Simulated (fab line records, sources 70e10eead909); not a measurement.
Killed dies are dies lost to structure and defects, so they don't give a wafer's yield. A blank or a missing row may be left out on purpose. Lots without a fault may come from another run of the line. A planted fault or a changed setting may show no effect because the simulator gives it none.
Chamber matching | flow nand_harc | NHARC_A_CHANNEL_HOLE_D1_ETCH_44 on rie_diel-11: 4 sister chambers
The step etches the open film in CF4/O2, target depth 140 nm, overetch 14 nm, time 77 s. 16 wafers are shown with their chamber, then 7 later ones without.

WAFERS WITH THEIR CHAMBER
wafer  | chamber | drypump_motor_current_A (A) | rf_vpp_V (V) | oes_product_au (a.u.)
L834.1 | 3       | 6.2                         | 198.1        | 0.996
L834.2 | 0       | 5.5                         | 195.9        | 1.005
L834.5 | 0       | 5.5                         | 196.8        | 1.008
L841.2 | 2       | 4.8                         | 196.6        | 1.007
L841.5 | 0       | 5.5                         | 196.0        | 1.016
L841.6 | 3       | 6.2                         | 197.2        | 0.993
L843.1 | 0       | 5.5                         | 196.3        | 1.023
L843.4 | 2       | 4.8                         | 197.0        | 1.000
L843.6 | 3       | 6.2                         | 198.3        | 1.010
L845.1 | 0       | 5.4                         | 195.8        | 1.018
L845.2 | 2       | 4.8                         | 196.0        | 1.007
L845.3 | 1       | 6.5                         | 197.7        | 0.996
L846.3 | 3       | 6.2                         | 197.0        | 0.993
L846.4 | 2       | 4.8                         | 195.9        | 1.005
L846.6 | 0       | 5.4                         | 196.2        | 1.008
L848.1 | 2       | 4.8                         | 196.0        | 1.013

SIGNATURES (means of the wafers above)
reading                 | chamber 0 | chamber 1 | chamber 2 | chamber 3 | scatter within a chamber
drypump_motor_current_A | 5.467     | 6.500     | 4.800     | 6.200     | 0.0333
rf_vpp_V                | 196.167   | 197.700   | 196.300   | 197.650   | 0.485
oes_product_au          | 1.01300   | 0.99600   | 1.00640   | 0.99800   | 0.00667
Rule: a wafer's distance from a chamber is the root of the sum, over the readings, of the square of ((its reading less the chamber's mean) divided by the reading's scatter). The wafer belongs to the nearest chamber; if the next one is less than 2 further off, it can't be placed. The scatter: the root of (the sum of the squares of (reading less its chamber's mean) over the shown wafers, divided by (wafers less chambers)).

WAFERS WITHOUT THEIR CHAMBER
wafer  | drypump_motor_current_A (A) | rf_vpp_V (V) | oes_product_au (a.u.)
L848.4 | 6.2                         | 198.0        | 1.002
L848.6 | 5.5                         | 194.9        | 1.020
L853.3 | 6.5                         | 198.1        | 0.989
L854.2 | 5.4                         | 195.4        | 1.016
L854.3 | 4.8                         | 196.3        | 1.003
L855.3 | 6.2                         | 198.3        | 0.994
L855.4 | 5.5                         | 195.4        | 1.018

WHICH CHAMBER EACH WENT THROUGH
wafer  | from the rows above | in truth
L848.4 | 3                   | 3
L848.6 | 0                   | 0
L853.3 | 1                   | 1
L854.2 | 0                   | 0
L854.3 | 2                   | 2
L855.3 | 3                   | 3
L855.4 | 0                   | 0
Placed correctly: 7 of 7. Can't be placed from these rows: 0. Placed wrongly: 0.
